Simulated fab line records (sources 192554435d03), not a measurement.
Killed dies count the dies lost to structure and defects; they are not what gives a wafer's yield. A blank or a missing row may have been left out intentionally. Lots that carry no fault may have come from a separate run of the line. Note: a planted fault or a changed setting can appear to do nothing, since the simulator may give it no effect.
Problem report in the 8D (eight disciplines) form, filled by code ; flow n5-finfet ; the parts of the form that need people (team, actions taken, sign-off) are left out

1. PROBLEM STATEMENT
Across 6 wafers from 2 lots, HMC_CMP_THK at N5_PMOS_HMC_CHANNEL_EPI_THK_MEAS_22 averages 48.9 nm, while fault-free wafers read 53.8 nm with a standard deviation of 0.65. That puts it -7.6 standard deviations away from the usual mean.
Seen first at day 5 08:22 on film-metro-02, wafer L349.1. At this step, 27 wafers from 9 lots have a number in the record. By rule, "out" or "out of limits" means more than 4 standard deviations away from the usual mean. Any other wafer with a number is counted as sound.

2. WHAT THIS IS AND IS NOT
question;is;is not
which readings at this step;HMC_CMP_THK;-
which lots;L349, L350;L338, L345, L346, L347, L348, L355, L358
which wafers of those lots;all that have a number;-
read on which gauges;film-metro-01, film-metro-02;-
when;from day 5 08:22;"up to then (15 sound wafers); but 6 sound wafers of L355, L358 came after"

3. SUSPECTS, AND WHAT RULES EACH OUT
Counting: a tool at any process step up to the reading remains a suspect when it ran all the lots that are out and ran no sound lot after the first of those.
- the gauge at N5_PMOS_HMC_CHANNEL_EPI_THK_MEAS_22 has been ruled out. The wafers that are out were read on 2 gauges (film-metro-01, film-metro-02).
- epi-rpcvd-02 at N5_PMOS_HMC_CHANNEL_EPI_EPI_20 (deposits SiGe30, target thk 59 nm): kept. It ran every lot that is out, first L349 (day 5 06:20), and no sound lot after that; its last sound lot up to then is L345 (day 4 06:01). On those wafers its own readings are out: chamber-pressure-Torr.
The count leaves epi-rpcvd-02 at N5_PMOS_HMC_CHANNEL_EPI_EPI_20.

4. THE CAUSE (what the simulator had put in)
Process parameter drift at N5_PMOS_HMC_CHANNEL_EPI_EPI_20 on epi-rpcvd-02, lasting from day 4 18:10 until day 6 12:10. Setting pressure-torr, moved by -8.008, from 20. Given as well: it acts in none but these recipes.
Only this tool survived the counting.

5. THE EFFECT CHAIN, in route order
Rows list readings where the struck wafers' mean (over those with a number) sits beyond 3 standard deviations from the usual. Readings are gone through only where the record gives a usual standard deviation; hours: the median, over the lots, of the time from a lot's start at the first step in this table giving one to that lot's start at this step; sigmas: the change measured in usual standard deviations.
hours;step;reading;usual;on struck wafers;change;sigmas
0;N5_PMOS_HMC_CHANNEL_EPI_EPI_20;chamber-pressure-Torr;20.00 Torr;11.97;-8.03;-99 or more
2;N5_PMOS_HMC_CHANNEL_EPI_THK_MEAS_22;HMC_CMP_THK;53.8 nm;48.9;-4.9;-7.6
149;N5_BEOL_M4_RC_MEAS_101;CJ_P;5.78;6.29;+0.50;+3.6
149;N5_BEOL_M4_RC_MEAS_101;ION_P;461 uA/um;406;-55;-6.8
149;N5_BEOL_M4_RC_MEAS_101;VT_P_LONG;-275 mV;-290;-15;-3.9
261;N5_PASSIVATION_PROBE_49;sort_bin_8_speed;0.00 %;87.91;+87.91;+99 or more
261;N5_PASSIVATION_PROBE_49;sort-n-pass;1072;19;-1053;-59
261;N5_PASSIVATION_PROBE_49;sort-yield-pct;90.9 %;1.6;-89.3;-60
Here are the process steps it includes:
- N5_PMOS_HMC_CHANNEL_EPI_EPI_20: deposits SiGe30, target thk 59 nm.
- N5_PASSIVATION_PROBE_49

6. HOW IT WOULD HAVE BEEN CAUGHT EARLIER
The first out-of-limits reading at a measuring or inspecting step in this record came at day 5 08:22, 14 hours after the fault's start at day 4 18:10.
At N5_PMOS_HMC_CHANNEL_EPI_EPI_20, the tool's own readings (chamber-pressure-Torr) were out on each struck wafer the step has a row for, so an alarm limit on them would have fired on the first such wafer.
Of the lots that are out (2), L350 began N5_PMOS_HMC_CHANNEL_EPI_EPI_20 on epi-rpcvd-02 after day 5 08:22. Had the tool been put on hold then, it would have been spared.
